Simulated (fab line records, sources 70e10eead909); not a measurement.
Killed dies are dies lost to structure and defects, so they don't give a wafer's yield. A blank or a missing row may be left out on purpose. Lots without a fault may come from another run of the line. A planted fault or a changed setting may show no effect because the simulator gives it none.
Chamber matching | flow nand_harc | NHARC_A_CONTACT_DEP_58 on pecvd-02: 3 sister chambers
The step deposits SiON, target thk 60 nm. 24 wafers are shown with their chamber, then 12 later ones without.

WAFERS WITH THEIR CHAMBER
wafer  | chamber | heater_power_w (W)
L074.1 | 2       | 872
L074.4 | 0       | 799
L074.5 | 2       | 901
L076.3 | 0       | 770
L076.4 | 1       | 700
L076.5 | 0       | 777
L075.2 | 1       | 678
L075.4 | 2       | 860
L075.6 | 0       | 777
L077.4 | 0       | 755
L077.5 | 2       | 828
L077.6 | 1       | 752
L080.1 | 1       | 692
L080.2 | 0       | 824
L080.6 | 2       | 884
L084.1 | 2       | 854
L084.2 | 1       | 754
L084.4 | 2       | 862
L086.2 | 0       | 741
L086.4 | 0       | 727
L086.5 | 1       | 770
L085.1 | 1       | 648
L085.3 | 2       | 883
L085.5 | 1       | 657

SIGNATURES (means of the wafers above)
reading        | chamber 0 | chamber 1 | chamber 2 | scatter within a chamber
heater_power_w | 771.25    | 706.38    | 868.00    | 34.9
Rule: a wafer's distance from a chamber is the root of the sum, over the readings, of the square of ((its reading less the chamber's mean) divided by the reading's scatter). The wafer belongs to the nearest chamber; if the next one is less than 2 further off, it can't be placed. The scatter: the root of (the sum of the squares of (reading less its chamber's mean) over the shown wafers, divided by (wafers less chambers)).

WAFERS WITHOUT THEIR CHAMBER
wafer  | heater_power_w (W)
L089.1 | 679
L089.5 | 703
L089.6 | 663
L091.3 | 783
L091.5 | 780
L091.6 | 735
L088.3 | 669
L088.4 | 681
L088.6 | 682
L090.1 | 928
L090.2 | 762
L090.3 | 701

WHICH CHAMBER EACH WENT THROUGH
wafer  | from the rows above     | in truth
L089.1 | can't be placed: 1 or 0 | 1
L089.5 | can't be placed: 1 or 0 | 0
L089.6 | can't be placed: 1 or 0 | 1
L091.3 | can't be placed: 0 or 1 | 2
L091.5 | can't be placed: 0 or 1 | 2
L091.6 | can't be placed: 1 or 0 | 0
L088.3 | can't be placed: 1 or 0 | 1
L088.4 | can't be placed: 1 or 0 | 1
L088.6 | can't be placed: 1 or 0 | 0
L090.1 | 2                       | 2
L090.2 | can't be placed: 0 or 1 | 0
L090.3 | can't be placed: 1 or 0 | 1
Placed correctly: 1 of 12. Can't be placed from these rows: 11 (the true chamber is among the candidates in 9). Placed wrongly: 0.
